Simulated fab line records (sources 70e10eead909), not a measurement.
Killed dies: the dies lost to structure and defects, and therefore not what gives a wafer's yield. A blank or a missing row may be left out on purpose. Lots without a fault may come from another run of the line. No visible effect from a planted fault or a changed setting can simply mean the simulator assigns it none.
Matching of chambers	flow nand-harc	rie-si-05 running NHARC_A_WL_FILL_ETCHBACK_26: 4 sister chambers
The step etches the open film in HBr, target depth 52 nm, time 13.3 s. 8 wafers are shown with their chamber, then 9 later ones without.

WAFERS WITH THEIR CHAMBER
wafer	chamber	oes-product-au (a.u.)	chamber-pressure-mTorr (mTorr)
L082.1	1	1.000	14.966
L083.6	0	0.996	14.981
L084.1	0	0.998	15.001
L084.4	3	1.006	15.011
L084.5	2	1.006	14.979
L087.2	1	0.996	14.994
L087.3	3	1.006	14.996
L087.4	2	1.015	15.000

WAFERS MISSING THEIR CHAMBER
wafer	oes-product-au (a.u.)	chamber-pressure-mTorr (mTorr)
L089.1	1.009	14.989
L089.3	0.998	14.995
L089.4	1.010	14.999
L090.4	0.999	15.031
L090.5	0.999	15.005
L090.6	1.004	14.985
L095.1	0.989	15.015
L095.4	0.997	15.017
L095.5	0.994	15.002

WHICH CHAMBER EACH ONE RAN IN
wafer	from the rows above	in truth
L089.1	can't be placed: 2 or 3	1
L089.3	can't be placed: 0 or 1 or 3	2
L089.4	can't be placed: 2 or 3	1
L090.4	can't be placed: 3 or 0 or 1 or 2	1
L090.5	can't be placed: 0 or 1 or 3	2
L090.6	can't be placed: 3 or 1 or 2 or 0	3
L095.1	can't be placed: 0 or 1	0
L095.4	can't be placed: 0 or 1 or 3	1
L095.5	can't be placed: 0 or 1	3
0 of 9 placed correctly. These rows do not allow placing 9 (true chamber among the candidates in 4). Wrongly placed: 0.
How it was worked out, from the rows above alone: a wafer's distance from a chamber is the root of the sum, over the readings, of the square of ((its reading less the chamber's mean) divided by the reading's scatter). The wafer belongs to the nearest chamber; if the next one is less than 2 further off, it can't be placed. Each chamber's mean is taken over the wafers shown for it. The scatter: the root of (the sum of the squares of (reading less its chamber's mean) over the shown wafers, divided by (wafers less chambers)).
